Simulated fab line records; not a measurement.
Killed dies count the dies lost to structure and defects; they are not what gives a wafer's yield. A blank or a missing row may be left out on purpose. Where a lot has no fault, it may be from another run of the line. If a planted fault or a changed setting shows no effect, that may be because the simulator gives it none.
Chamber matching -- flow nand_harc -- 3 sister chambers for NHARC_A_DECK1_JOINT_DEP_16 on pecvd-04
The step deposits SiO2, target thk 45 nm. 3 wafers are shown with their chamber, then 8 later ones without.

## WAFERS PAIRED WITH THEIR CHAMBERS
wafer,chamber,heater_power_w (W)
L176.1,1,611
L176.5,0,532
L184.1,2,564

## WAFERS MISSING THEIR CHAMBER
wafer,heater_power_w (W)
L184.3,485
L184.6,431
L186.1,673
L186.4,524
L186.6,481
L187.3,666
L187.4,690
L187.6,437

## WHICH CHAMBER EACH WENT THROUGH
wafer,from the rows above,in truth
L184.3,can't be placed: 0 or 2 or 1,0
L184.6,can't be placed: 0 or 2 or 1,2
L186.1,can't be placed: 1 or 2 or 0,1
L186.4,can't be placed: 0 or 2 or 1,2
L186.6,can't be placed: 0 or 2 or 1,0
L187.3,can't be placed: 1 or 2 or 0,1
L187.4,can't be placed: 1 or 2 or 0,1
L187.6,can't be placed: 0 or 2 or 1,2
0 of 8 placed correctly. Can't be placed from these rows: 8 (the true chamber is among the candidates in 8). Placed wrongly: 0.
How it was worked out, from the rows above alone: a wafer's distance from a chamber is the root of the sum, over the readings, of the square of ((its reading less the chamber's mean) divided by the reading's scatter). If the next closest chamber is less than 2 further off than the closest, the wafer can't be placed; otherwise it belongs to the closest. A chamber's mean is the mean of its shown wafers. The scatter: with one shown wafer a chamber, the root of the mean of the squares of how far each hidden wafer lies from its nearest shown one.
